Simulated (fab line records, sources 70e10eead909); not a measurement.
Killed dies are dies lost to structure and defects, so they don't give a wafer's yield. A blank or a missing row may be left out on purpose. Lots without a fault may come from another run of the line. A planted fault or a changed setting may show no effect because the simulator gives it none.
Chamber matching | flow nand_harc | NHARC_A_CHANNEL_FILL_D1_ALD_14 on ald_hk-02: 4 sister chambers
The step deposits SiO2, target thk 2.5 nm, pulse time 10 s, ald cycles 25. 4 wafers are shown with their chamber, then 7 later ones without.

WAFERS WITH THEIR CHAMBER
wafer  | chamber | heater_power_w (W)
L080.1 | 3       | 501
L080.2 | 1       | 476
L083.2 | 2       | 642
L083.3 | 0       | 483

WAFERS WITHOUT THEIR CHAMBER
wafer  | heater_power_w (W)
L083.5 | 629
L087.1 | 481
L087.4 | 488
L087.6 | 493
L094.2 | 476
L094.3 | 482
L094.5 | 486

WHICH CHAMBER EACH WENT THROUGH
wafer  | from the rows above          | in truth
L083.5 | 2                            | 2
L087.1 | can't be placed: 0 or 1      | 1
L087.4 | can't be placed: 0 or 1 or 3 | 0
L087.6 | can't be placed: 3 or 0 or 1 | 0
L094.2 | can't be placed: 1 or 0      | 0
L094.3 | can't be placed: 0 or 1      | 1
L094.5 | can't be placed: 0 or 1 or 3 | 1
Placed correctly: 1 of 7. Can't be placed from these rows: 6 (the true chamber is among the candidates in 6). Placed wrongly: 0.
How it was worked out, from the rows above alone: a wafer's distance from a chamber is the root of the sum, over the readings, of the square of ((its reading less the chamber's mean) divided by the reading's scatter). The wafer belongs to the nearest chamber; if the next one is less than 2 further off, it can't be placed. A chamber's mean is the mean of its shown wafers. The scatter: with one shown wafer a chamber, the root of the mean of the squares of how far each hidden wafer lies from its nearest shown one.
